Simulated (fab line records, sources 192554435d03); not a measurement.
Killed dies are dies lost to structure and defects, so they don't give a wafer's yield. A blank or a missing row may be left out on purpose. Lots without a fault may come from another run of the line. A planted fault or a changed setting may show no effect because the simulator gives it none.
One fault seen from 2 desks | flow n5_finfet | each desk has only its own numbers; what lay behind them comes last

THE TOOL OWNER'S DESK: rie_diel-04
The tool's own readings at N5_BEOL_M5_ETCH_72 (etches underlayer in N2/H2, target depth 6.5 nm, time 5.2 s): means of the sampled wafers that have a number, for each lot that ran on this tool. A lot is out of limits, marked OUT, if its mean lies more than 4 standard deviations from the usual mean; the brackets give that distance.
Columns: A = bias_w at N5_BEOL_M5_ETCH_72, usual 150.0 W; B = drypump_motor_current_A at N5_BEOL_M5_ETCH_72, usual 5.9 A; C = etch_rf_on_time_s at N5_BEOL_M5_ETCH_72, usual 5.23 s; D = oes_product_au at N5_BEOL_M5_ETCH_72, usual 0.66 a.u.; E = rf_vpp_V at N5_BEOL_M5_ETCH_72, usual 523.3 V; F = showerhead_plenum_p_Torr at N5_BEOL_M5_ETCH_72, usual 2.52 Torr; G = throttle_valve_pct at N5_BEOL_M5_ETCH_72, usual 17.93 %
lot  | first seen here | A               | B   | C    | D    | E                | F    | G
L103 | day 9 21:37     | 150.2           | 5.4 | 5.04 | 0.76 | 525.3            | 2.54 | 17.83
L105 | day 10 16:34    | 149.6           | 5.5 | 5.27 | 0.63 | 520.5            | 2.42 | 17.89
L111 | day 12 12:31    | 150.6           | 5.6 | 5.28 | 0.66 | 519.8            | 2.43 | 17.81
L122 | day 14 13:19    | 144.5 (-12) OUT | 5.3 | 5.28 | 0.64 | 510.0 (-5.3) OUT | 2.46 | 17.90
This desk's finding: out of limits on L122; first on L122, day 14 13:19 (bias_w at N5_BEOL_M5_ETCH_72). In limits: L103, L105, L111.

THE METROLOGY DESK
What the gauges read, lot by lot, whatever tool the lot ran on: means of the sampled wafers that have a number. A lot is out of limits, marked OUT, if its mean lies more than 4 standard deviations from the usual mean; the brackets give that distance.
Columns: A = M4_THK at N5_BEOL_M4_THK_MEAS_53, usual 40.3 nm
lot  | first seen here | A
L102 | day 9 16:40     | 41.2
L103 | day 9 18:49     | 39.1
L104 | day 10 01:01    | 41.0
L105 | day 10 12:51    | 41.4
L106 | day 10 15:47    | 41.2
L109 | day 11 04:33    | 41.1
L111 | day 12 09:17    | 39.6
L122 | day 14 09:19    | 39.6
L123 | day 14 12:44    | 41.2
L124 | day 15 06:31    | 40.7
This desk's finding: nothing out of limits on any of the 10 lots.

PUT TOGETHER
The tool owner's desk could have raised an alarm at day 14 13:19, on L122.
The metrology desk saw nothing out of limits.
The metrology desk has L122 on record, within its limits.
Of the lots named, all ran N5_BEOL_M5_ETCH_72 on rie_diel-04.

WHAT THE SIMULATOR HAD PUT IN
Process parameter drift: rie_diel-04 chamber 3, from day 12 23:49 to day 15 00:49, at N5_BEOL_M5_ETCH_72. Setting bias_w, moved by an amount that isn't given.
Lots struck among those shown: L122.
Hours from the fault's start to each desk's first reading out of limits: the tool owner's desk, 38.
